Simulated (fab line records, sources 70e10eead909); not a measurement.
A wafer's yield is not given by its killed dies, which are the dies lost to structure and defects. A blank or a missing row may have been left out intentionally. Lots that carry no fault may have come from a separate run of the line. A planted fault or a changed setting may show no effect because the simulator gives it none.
8D (eight disciplines) problem report, filled in by code -- flow nand_harc -- the parts of the form that need people (team, actions taken, sign-off) are left out

== 1. PROBLEM STATEMENT ==
Mean of cd_nm at NHARC_P_ZERO_WELL_CD_MEAS_37: 740.6 nm across 6 wafers in 2 lots; on wafers with no fault it is 720.5 nm (standard deviation 2.2). Relative to the usual mean, that is a shift of +9.2 standard deviations.
The step: target cd 720 nm.
First observed at day 2 16:08: wafer L596.1, on cd_sem-03. The record holds 36 wafers of 12 lots with a number at this step. By rule, "out" or "out of limits" means more than 4 standard deviations away from the usual mean. The other wafers with a number count as sound.

== 2. WHAT IT IS, AND WHAT IT ISN'T ==
question,is,is not
which readings at this step,cd_nm,-
which lots,"L596, L598","L592, L593, L597, L604, L605, L606, L608, L612, L614, L615"
which wafers of those lots,all that have a number,-
read on which gauges,"cd_sem-01, cd_sem-03",cd_sem-02
when,from day 2 16:08,"up to then (6 sound wafers); but 24 sound wafers of L597, L604, L605, L606, L608, L612, L614, L615 came after"

== 3. WHAT RULES OUT EACH SUSPECT ==
Counting: a tool stays on the suspect list if, at a process step up to the reading, it processed all lots that are out and no sound lot following the first of them.
- the gauge at NHARC_P_ZERO_WELL_CD_MEAS_37 has been ruled out. 2 gauges (cd_sem-01, cd_sem-03) read the wafers that are out.
- krf_scanner-01 at NHARC_P_ZERO_WELL_EXPOSE_34 (exposes mask P PWELL, target cd 720 nm): kept. It processed each lot that is out, first L596 at day 2 15:58, and no sound lot thereafter; up to then, the last sound lot it processed was L592 at day 1 15:56. On those wafers its own readings are out: exposure_dose_mJ_cm2.
The count leaves krf_scanner-01 at NHARC_P_ZERO_WELL_EXPOSE_34.

== 4. THE CAUSE (what the simulator had put in) ==
Process parameter drift: krf_scanner-01, from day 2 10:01 on, at NHARC_P_ZERO_WELL_EXPOSE_34. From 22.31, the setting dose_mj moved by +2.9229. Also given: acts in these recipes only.
This tool alone remained once counting was done.

== 5. SEQUENCE OF EFFECTS, ordered by route ==
Rows list readings where the struck wafers' mean (over those with a number) sits beyond 3 standard deviations from the usual. Only readings whose record carries a usual standard deviation are examined. hours: median over the lots of the time between each lot's start at the first step of this table that gives one and its start at this step. sigmas: the change, counted in usual standard deviations.
hours,step,reading,usual,on struck wafers,change,sigmas
0,NHARC_P_ZERO_WELL_EXPOSE_34,exposure_dose_mJ_cm2,22.315,25.227,+2.912,+99 or more
0,NHARC_P_ZERO_WELL_CD_MEAS_37,cd_nm,720.5 nm,740.6,+20.1,+9.2
The process steps in it:
- NHARC_P_ZERO_WELL_EXPOSE_34: exposes mask P PWELL, target cd 720 nm.

== 6. WHAT WOULD HAVE CAUGHT IT SOONER ==
The first out-of-limits reading at a measuring or inspecting step in this record came at day 2 16:08, 6 hours after the fault's start at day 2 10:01.
At NHARC_P_ZERO_WELL_EXPOSE_34, the tool's own readings (exposure_dose_mJ_cm2) were out on each struck wafer the step has a row for, so an alarm limit on them would have fired on the first such wafer.
Of the lots that are out (2), L598 began NHARC_P_ZERO_WELL_EXPOSE_34 on krf_scanner-01 after day 2 16:08. Had the tool been put on hold then, it would have been spared.
